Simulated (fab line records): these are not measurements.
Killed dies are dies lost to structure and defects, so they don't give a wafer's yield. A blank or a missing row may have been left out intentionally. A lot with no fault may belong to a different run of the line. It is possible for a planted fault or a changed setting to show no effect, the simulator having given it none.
A lot that was struck, set against a sound lot :: flow nand harc :: 14 steps out of a route of 1302
Sound: these wafers, L585.2, L585.3, L585.6. Wafers L596.2, L596.3, L596.4 were the ones struck. The cause comes at the end.
Each step with rows lists, per side, the tool, then ch with its chambers, then its first start. Under that, the readings that differ: sound wafers :: struck wafers :: difference of the means :: sigmas: that difference in standard deviations of wafers without a fault.
alike: readings whose means differ by less than 2 such deviations, and words and numbers that are the same on both sides. not compared: withheld readings, readings that some wafer has no value for, bounds like >300 that may hide the same value, and numbers for which the record gives no deviation and whose values overlap.
Wherever a step has rows on one side only, a row that says differs or no value, or a row with sigmas, the two part there. Numbers that have no deviation but don't overlap get no sigmas and don't part them. A reading that every wafer of one side lacks parts them only if that side has two wafers or more.

first, 1 step without rows for these wafers: NHARC_A_M0_DEVELOP_08 (develop time 35 s).
NHARC_A_M0_CD_MEAS_09 targets a cd of 80 nm.
  sound on cd sem-03 ch 0, day 26 00:33; struck on cd sem-02 ch 0, day 31 04:19
  alike: cd nm
NHARC_A_M0_OVL_MEAS_10: pitch 160 nm.
  sound on overlay-01, day 26 00:38; struck on overlay-01, day 31 04:23
  alike: overlay x nm, overlay y nm
NHARC_A_M0_INSPECT_11:
  sound on defect inspect-01, day 26 00:41; struck on defect inspect-01, day 31 04:26
  alike: raw defect count
NHARC_A_M0_DESCUM_14: chemistry O2, time 3 s.
  sound on rie diel-09 ch 0,1, day 26 00:44; struck on rie diel-02 ch 0,1,3, day 31 04:30
  alike: drypump motor current A, oes product au, rf vpp V, showerhead plenum p Torr, throttle valve pct
  not compared: rf hours counter h
NHARC_A_M0_ETCH_34: etches the open film in N2/H2, target depth 40 nm, overetch 12 nm, time 43.94 s.
  sound on rie diel-09 ch 0,1,2, day 26 00:50; struck on rie diel-02 ch 0,2,3, day 31 04:35
  alike: drypump motor current A, oes product au, rf vpp V, showerhead plenum p Torr, throttle valve pct
  not compared: rf hours counter h
NHARC_A_M0_ETCH_15: etches the open film in C4F8/Ar, target depth 150 nm, overetch 15 nm, time 82.5 s.
  sound: rie diel-09 ch 0,1,2; struck: rie diel-02 ch 1,2,3
  alike: oes product au, rf vpp V
  not compared: rf hours counter h
NHARC_A_M0_CD_MEAS_16:
  sound on cd sem-03, day 26 01:02; struck on cd sem-01, day 31 04:47
  alike: cd nm
NHARC_A_M0_STRIP_18: strips in N2/H2.
  sound on rie diel-02 ch 0,1,2, day 26 01:10; struck on rie diel-09 ch 0,1,2, day 31 04:52
  alike: drypump motor current A, oes product au, power w, rf vpp V, showerhead plenum p Torr, throttle valve pct
  not compared: rf hours counter h
then, 3 steps without rows for these wafers: NHARC_A_M0_STRIP_19 (strips in post etch residue remover, time 600 s); NHARC_A_M0_DEGAS_28 (time 60 s); NHARC_A_M0_PRE_CLEAN_29 (time 30 s).
NHARC_A_M0_PVD_20: deposits TaN, target thk 5 nm, time 8.06 s.
  sound on pvd sputter-03, day 26 01:48; struck on pvd sputter-03, day 31 05:34
  no value came back on the struck wafers for bias v (V), cathode dc power W (W), throttle valve pct (%), time s (s); on the sound wafers bias v (V) reads 167.8 169.3 170.2
NHARC_A_M0_PVD_21: deposits Cu, target thk 30 nm, time 20.49 s.
  sound on pvd sputter-03; struck on pvd sputter-03
  alike: cathode dc power W, chamber pressure pa, throttle valve pct

WHERE THEY PART
At NHARC_A_M0_PVD_20 and nowhere else, as far as this record goes. Later steps at which nothing parts them and some readings are alike: NHARC_A_M0_PVD_21.

WHY: the cause the simulator had injected
Entire step skipped (pvd sputter-03, NHARC_A_M0_PVD_20), from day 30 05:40 onward. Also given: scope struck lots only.
